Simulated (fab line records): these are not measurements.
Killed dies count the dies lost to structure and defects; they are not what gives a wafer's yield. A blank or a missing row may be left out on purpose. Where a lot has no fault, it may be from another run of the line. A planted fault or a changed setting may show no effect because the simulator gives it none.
Which tool was responsible? | flow nand_harc | 23 lots with 69 wafers sampled at 3 steps, on a route of 1302 steps

## WHAT THE GAUGES SHOWED, per wafer
NHARC_P_BONDPAD_INSPECT_23. Usual: 340 for raw_defect_count, sd 130.
lot  | measured     | on                | raw_defect_count | flag
L074 | day 7 06:36  | defect_inspect-02 | 371 390 231      |
L075 | day 7 08:32  | defect_inspect-02 | 269 299 348      |
L076 | day 7 08:50  | defect_inspect-01 | 180 278 358      |
L077 | day 7 23:16  | defect_inspect-01 | 217 274 349      |
L078 | day 8 08:56  | defect_inspect-02 | 209 181 262      |
L079 | day 8 23:26  | defect_inspect-02 | 436 303 303      |
L080 | day 9 02:57  | defect_inspect-01 | 237 283 218      |
L081 | day 9 23:05  | defect_inspect-01 | 590 399 567      |
L082 | day 10 07:33 | defect_inspect-02 | 438 240 287      |
L084 | day 10 12:13 | defect_inspect-01 | 419 316 412      |
L083 | day 10 12:44 | defect_inspect-01 | 478 370 282      |
L085 | day 11 04:34 | defect_inspect-02 | 301 564 498      |
L086 | day 11 13:49 | defect_inspect-01 | 418 324 504      |
L088 | day 12 16:38 | defect_inspect-02 | 457 272 314      |
L089 | day 12 17:46 | defect_inspect-02 | 409 373 303      |
L087 | day 12 19:31 | defect_inspect-01 | 309 392 272      |
L090 | day 13 08:31 | defect_inspect-01 | 402 317 253      |
L092 | day 14 04:16 | defect_inspect-01 | 685 288 296      |
L093 | day 14 10:38 | defect_inspect-02 | 229 197 291      |
L094 | day 14 22:56 | defect_inspect-01 | 498 335 390      |
L095 | day 15 13:26 | defect_inspect-02 | 146 182 124      |
L096 | day 15 19:20 | defect_inspect-02 | 312 201 214      |
L097 | day 16 03:46 | defect_inspect-01 | 298 471 265      |

NHARC_A_START_INSPECT_01. Usual: 3.4 for raw_defect_count, sd 2.
lot  | measured     | on                | raw_defect_count | flag
L074 | day 7 07:04  | defect_inspect-02 | 2 6 1            |
L075 | day 7 09:00  | defect_inspect-02 | 6 3 5            |
L076 | day 7 09:24  | defect_inspect-01 | 5 4 3            |
L077 | day 7 23:44  | defect_inspect-01 | 6 5 3            |
L078 | day 8 09:24  | defect_inspect-02 | 5 0 5            |
L079 | day 8 23:55  | defect_inspect-02 | 4 8 5            |
L080 | day 9 03:25  | defect_inspect-01 | 7 2 3            |
L081 | day 9 23:33  | defect_inspect-02 | 5 4 5            |
L082 | day 10 08:01 | defect_inspect-02 | 4 2 4            |
L084 | day 10 12:41 | defect_inspect-02 | 5 1 1            |
L083 | day 10 13:12 | defect_inspect-01 | 4 3 5            |
L085 | day 11 05:02 | defect_inspect-02 | 2 7 6            |
L086 | day 11 14:17 | defect_inspect-01 | 2 2 0            |
L088 | day 12 17:07 | defect_inspect-02 | 1 2 4            |
L089 | day 12 18:14 | defect_inspect-02 | 5 5 3            |
L087 | day 12 19:58 | defect_inspect-01 | 2 5 7            |
L090 | day 13 08:59 | defect_inspect-01 | 5 4 1            |
L092 | day 14 04:44 | defect_inspect-02 | 2 1 3            |
L093 | day 14 11:05 | defect_inspect-02 | 2 3 3            |
L094 | day 14 23:26 | defect_inspect-02 | 5 2 3            |
L095 | day 15 13:56 | defect_inspect-01 | 6 2 3            |
L096 | day 15 19:47 | defect_inspect-02 | 6 2 4            |
L097 | day 16 04:14 | defect_inspect-02 | 3 2 4            |

## WHICH TOOL RAN EACH LOT (tool, then ch and the chambers of the sampled wafers, then the start)
lot  | NHARC_P_BONDPAD_ACTIVATE_29
L074 | rie_diel-02 ch 0,2, day 7 06:40
L075 | rie_diel-13 ch 0,1,3, day 7 08:37
L076 | rie_diel-05 ch 2,3, day 7 08:53
L077 | rie_diel-02 ch 0,3, day 7 23:20
L078 | rie_diel-13 ch 0,1,2, day 8 09:00
L079 | rie_diel-13 ch 1,2, day 8 23:30
L080 | rie_diel-02 ch 0,1,2, day 9 03:01
L081 | rie_diel-13 ch 0,2,3, day 9 23:08
L082 | rie_diel-13 ch 0,3, day 10 07:38
L084 | rie_diel-13 ch 1,2,3, day 10 12:17
L083 | rie_diel-05 ch 1,2,3, day 10 12:48
L085 | rie_diel-05 ch 1,2, day 11 04:38
L086 | rie_diel-02 ch 1,2, day 11 13:53
L088 | rie_diel-13 ch 0,1,3, day 12 16:44
L089 | rie_diel-13 ch 1,2, day 12 17:49
L087 | rie_diel-13 ch 1,2,3, day 12 19:34
L090 | rie_diel-05 ch 0,1,3, day 13 08:35
L092 | rie_diel-05 ch 0,1,2, day 14 04:20
L093 | rie_diel-13 ch 0,2, day 14 10:41
L094 | rie_diel-02 ch 1,3, day 14 23:01
L095 | rie_diel-02 ch 1,3, day 15 13:29
L096 | rie_diel-05 ch 1,3, day 15 19:23
L097 | rie_diel-05 ch 1,2, day 16 03:50
- NHARC_P_BONDPAD_ACTIVATE_29: chemistry N2, time 60 s.

## AS READ BY THE TOOLS THEMSELVES (means over the sampled wafers that have a number; for cases with no such wafer, the mark the record gives instead)
NHARC_P_BONDPAD_ACTIVATE_29. Usual: drypump_motor_current_A 5.5 A, standard deviation 0.42; oes_product_au 1.005 a.u., standard deviation 0.011; rf_vpp_V 64.3 V, standard deviation 0.85; showerhead_plenum_p_Torr 1.81 Torr, standard deviation 0.08.
lot  | tool        | drypump_motor_current_A (A) | oes_product_au (a.u.) | rf_vpp_V (V) | showerhead_plenum_p_Torr (Torr) | flag
L074 | rie_diel-02 | 5.5                         | 1.010                 | 65.0         | 1.83                            |
L075 | rie_diel-13 | 5.6                         | 1.005                 | 64.4         | 1.77                            |
L076 | rie_diel-05 | 5.7                         | 1.000                 | 63.9         | 1.82                            |
L077 | rie_diel-02 | 5.6                         | 0.993                 | 63.8         | 1.78                            |
L078 | rie_diel-13 | 5.4                         | 1.017                 | 64.7         | 1.85                            |
L079 | rie_diel-13 | 5.0                         | 1.017                 | 64.0         | 1.83                            |
L080 | rie_diel-02 | 5.5                         | 1.007                 | 64.3         | 1.84                            |
L081 | rie_diel-13 | 5.6                         | 1.002                 | 63.2         | 1.80                            |
L082 | rie_diel-13 | 6.1                         | 0.996                 | 64.1         | 1.79                            |
L084 | rie_diel-13 | 5.2                         | 1.019                 | 64.3         | 1.78                            |
L083 | rie_diel-05 | 5.6                         | 0.994                 | 64.8         | 1.81                            |
L085 | rie_diel-05 | 5.4                         | 1.003                 | 64.3         | 1.87                            |
L086 | rie_diel-02 | 5.5                         | 1.001                 | 64.7         | 1.86                            |
L088 | rie_diel-13 | 5.6                         | 1.011                 | 64.6         | 1.77                            |
L089 | rie_diel-13 | 4.9                         | 1.018                 | 64.1         | 1.83                            |
L087 | rie_diel-13 | 5.2                         | 1.014                 | 63.9         | 1.77                            |
L090 | rie_diel-05 | 5.7                         | 1.005                 | 65.0         | 1.79                            |
L092 | rie_diel-05 | 5.5                         | 0.996                 | 64.7         | 1.85                            |
L093 | rie_diel-13 | 5.8                         | 0.999                 | 64.1         | 1.87                            |
L094 | rie_diel-02 | 5.5                         | 1.005                 | 64.2         | 1.84                            |
L095 | rie_diel-02 | 5.5                         | 0.998                 | 65.0         | 1.84                            |
L096 | rie_diel-05 | 5.9                         | 1.006                 | 63.9         | 1.74                            |
L097 | rie_diel-05 | 5.4                         | 0.995                 | 64.7         | 1.86                            |

## THE ANSWER, worked out from the rows above alone
Rule: a lot counts as off when the mean over its wafers that have a number is more than 3 standard deviations away from the usual mean. Also off: a lot with no number at a reading for which 4 or more lots have one. The other lots that the step has rows for count as sound. Order of review: gauges by route order, followed by the tools' own readings, for which a lot's mean as printed above is used. The first step at which some lot is off is used, and at that step the reading that is off furthest; a lot without a number counts as furthest.
Across all readings shown, no lot is off: no conclusion can be drawn from this.

## WHAT THE SIMULATOR HAD PUT IN
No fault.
